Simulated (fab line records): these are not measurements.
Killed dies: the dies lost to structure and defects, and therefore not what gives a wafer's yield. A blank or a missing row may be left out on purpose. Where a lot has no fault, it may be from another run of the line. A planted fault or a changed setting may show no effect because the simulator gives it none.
Split-lot experiment / flow n5_finfet / 7 lots, 21 wafers read, on a route of 1938 steps

ON THE SPLIT
At N5_PASSIVATION_ETCH_54 (etches SiO2 in CHF3/O2, target depth 880 nm, time 440 s), the setting time_s was moved away from the recipe's 440 s on 8 of the 21 wafers read, by -21.9% to +20.8%. The other wafers ran this setting at the recipe's value.

The reading is taken at the split's own step.

THE READING
PASSIVATION.feature_depth_nm (the simulator's own value, which no gauge read), in nm, at N5_PASSIVATION_ETCH_54 (etches SiO2 in CHF3/O2, target depth 880 nm, time 440 s). There is no usual value for it anywhere in the file. The 13 wafers here that ran the recipe average 859.0 nm, standard deviation 16 nm.

wafer=L074.4; tool, chamber at the split=rie_diel-02, 3; time_s as run, s=440; against the recipe=recipe; PASSIVATION.feature_depth_nm, nm=868; against lot-mates on the recipe=-
wafer=L074.5; tool, chamber at the split=rie_diel-02, 1; time_s as run, s=410.5; against the recipe=-6.7%; PASSIVATION.feature_depth_nm, nm=799; against lot-mates on the recipe=-69.0
wafer=L074.6; tool, chamber at the split=rie_diel-02, 2; time_s as run, s=410.5; against the recipe=-6.7%; PASSIVATION.feature_depth_nm, nm=826.8; against lot-mates on the recipe=-41.2
wafer=L075.2; tool, chamber at the split=rie_diel-02, 3; time_s as run, s=440; against the recipe=recipe; PASSIVATION.feature_depth_nm, nm=870.6; against lot-mates on the recipe=-
wafer=L075.4; tool, chamber at the split=rie_diel-02, 1; time_s as run, s=481.2; against the recipe=+9.4%; PASSIVATION.feature_depth_nm, nm=931.6; against lot-mates on the recipe=+61.0
wafer=L075.6; tool, chamber at the split=rie_diel-02, 1; time_s as run, s=481.2; against the recipe=+9.4%; PASSIVATION.feature_depth_nm, nm=935.8; against lot-mates on the recipe=+65.2
wafer=L078.2; tool, chamber at the split=rie_diel-02, 1; time_s as run, s=505.1; against the recipe=+14.8%; PASSIVATION.feature_depth_nm, nm=968.8; against lot-mates on the recipe=+102.2
wafer=L078.3; tool, chamber at the split=rie_diel-02, 3; time_s as run, s=440; against the recipe=recipe; PASSIVATION.feature_depth_nm, nm=866.6; against lot-mates on the recipe=-
wafer=L078.5; tool, chamber at the split=rie_diel-02, 2; time_s as run, s=505.1; against the recipe=+14.8%; PASSIVATION.feature_depth_nm, nm=1011; against lot-mates on the recipe=+144.4
wafer=L080.4; tool, chamber at the split=rie_diel-02, 0; time_s as run, s=440; against the recipe=recipe; PASSIVATION.feature_depth_nm, nm=853.2; against lot-mates on the recipe=-
wafer=L080.5; tool, chamber at the split=rie_diel-02, 1; time_s as run, s=440; against the recipe=recipe; PASSIVATION.feature_depth_nm, nm=855; against lot-mates on the recipe=-
wafer=L080.6; tool, chamber at the split=rie_diel-02, 0; time_s as run, s=440; against the recipe=recipe; PASSIVATION.feature_depth_nm, nm=845.6; against lot-mates on the recipe=-
wafer=L083.2; tool, chamber at the split=rie_diel-06, 2; time_s as run, s=531.7; against the recipe=+20.8%; PASSIVATION.feature_depth_nm, nm=1093; against lot-mates on the recipe=+242.5
wafer=L083.3; tool, chamber at the split=rie_diel-06, 1; time_s as run, s=440; against the recipe=recipe; PASSIVATION.feature_depth_nm, nm=847.4; against lot-mates on the recipe=-
wafer=L083.4; tool, chamber at the split=rie_diel-06, 0; time_s as run, s=440; against the recipe=recipe; PASSIVATION.feature_depth_nm, nm=853.6; against lot-mates on the recipe=-
wafer=L085.2; tool, chamber at the split=rie_diel-06, 3; time_s as run, s=440; against the recipe=recipe; PASSIVATION.feature_depth_nm, nm=870.6; against lot-mates on the recipe=-
wafer=L085.3; tool, chamber at the split=rie_diel-06, 1; time_s as run, s=440; against the recipe=recipe; PASSIVATION.feature_depth_nm, nm=841.4; against lot-mates on the recipe=-
wafer=L085.4; tool, chamber at the split=rie_diel-06, 2; time_s as run, s=440; against the recipe=recipe; PASSIVATION.feature_depth_nm, nm=902.4; against lot-mates on the recipe=-
wafer=L086.3; tool, chamber at the split=rie_diel-02, 1; time_s as run, s=440; against the recipe=recipe; PASSIVATION.feature_depth_nm, nm=845.8; against lot-mates on the recipe=-
wafer=L086.5; tool, chamber at the split=rie_diel-02, 2; time_s as run, s=343.6; against the recipe=-21.9%; PASSIVATION.feature_depth_nm, nm=680; against lot-mates on the recipe=-166.2
wafer=L086.6; tool, chamber at the split=rie_diel-02, 1; time_s as run, s=440; against the recipe=recipe; PASSIVATION.feature_depth_nm, nm=846.6; against lot-mates on the recipe=-

FIT RESULTS
A straight line over all 21 wafers: PASSIVATION.feature_depth_nm changes by +9.01 nm for each +1% of time_s; r = +0.97; the points scatter about the line by 20 nm.
The same after taking each lot's own level away (the mean of its wafers on the recipe; 21 wafers): +8.78 nm for each +1%; r = +0.97; scatter 21 nm.
Per that fit: largest time_s move, reading shift of 1.9e+02 nm.
From 846.20 to 871.47 nm: that is the span of the lots' own levels, equal to 1.6 times the standard deviation above.
So the lot-to-lot level changes the slope little: the two slopes agree.
Check: with one of the wafers moved furthest among these (-21.9%) left out of the fit, the line predicts -206 nm for it against its lot-mates. It came out at -166 nm against them.

OTHER SPLITS APPLIED TO THESE WAFERS
Other splits were also applied to these wafers ahead of the reading. Each is held against what the fit with the lots' levels taken away leaves over:
other split on the same wafers=N5_PASSIVATION_PEB_08 peb_time_s; wafers away from the commonest value=as run: not given for these wafers; r with PASSIVATION.feature_depth_nm (lot level and that fit taken away)=-
other split on the same wafers=N5_PASSIVATION_PASS_ETCH_47 source_w; wafers away from the commonest value=9; r with PASSIVATION.feature_depth_nm (lot level and that fit taken away)=+0.15

THE WHOLE CHAIN: every reading that the file lists as answering this split, in the file's order
step=N5_PASSIVATION_ETCH_54; what it does=etches SiO2 in CHF3/O2, target depth 880 nm, time 440 s; reading=etch.depth_nm (the simulator's own value, which no gauge read); change (the file's fit)=+9.07 nm for each +1% of the setting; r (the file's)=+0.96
step=N5_PASSIVATION_ETCH_54; what it does=etches SiO2 in CHF3/O2, target depth 880 nm, time 440 s; reading=PASSIVATION.feature_depth_nm (the simulator's own value, which no gauge read); change (the file's fit)=+9.07 nm for each +1% of the setting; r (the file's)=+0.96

FILE'S OWN FIT
PASSIVATION.feature_depth_nm changes by +9.07 nm for each +1% of time_s, r = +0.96.
